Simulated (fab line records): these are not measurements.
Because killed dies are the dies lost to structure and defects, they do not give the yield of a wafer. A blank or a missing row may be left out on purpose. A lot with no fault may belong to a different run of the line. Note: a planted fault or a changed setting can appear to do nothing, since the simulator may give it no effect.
Matching of chambers ; flow n5 finfet ; 4 sister chambers for N5_BEOL_M5_STRIP_64 on rie diel-02
The step strips in CF4. 4 wafers are shown with their chamber, then 12 later ones without.

## WAFERS, EACH WITH ITS CHAMBER
wafer;chamber;showerhead plenum p Torr (Torr)
L089.1;2;1.78
L094.1;1;1.84
L094.2;0;1.76
L094.3;3;1.90

## WAFERS WITH NO CHAMBER GIVEN
wafer;showerhead plenum p Torr (Torr)
L095.1;1.78
L095.2;1.90
L095.3;1.76
L095.4;1.84
L095.5;1.84
L095.6;1.76
L096.3;1.78
L096.5;1.75
L096.6;1.90
L097.1;1.75
L097.5;1.84
L097.6;1.75

## EACH ONE'S CHAMBER
wafer;from the rows above;in truth
L095.1;2;2
L095.2;3;3
L095.3;0;0
L095.4;1;1
L095.5;1;1
L095.6;0;0
L096.3;2;2
L096.5;0;0
L096.6;3;3
L097.1;0;0
L097.5;1;1
L097.6;0;0
Correctly placed: 12 of 12. Can't be placed from these rows: 0. Wrongly placed: 0.
How it was worked out, from the rows above alone: a wafer's distance from a chamber is the root of the sum, over the readings, of the square of ((its reading less the chamber's mean) divided by the reading's scatter). If the next closest chamber is less than 2 further off than the closest, the wafer can't be placed; otherwise it belongs to the closest. A chamber's mean is the mean of its shown wafers. The scatter (one wafer shown for each chamber): square how far every hidden wafer sits from the nearest shown wafer, average those squares and take the square root.
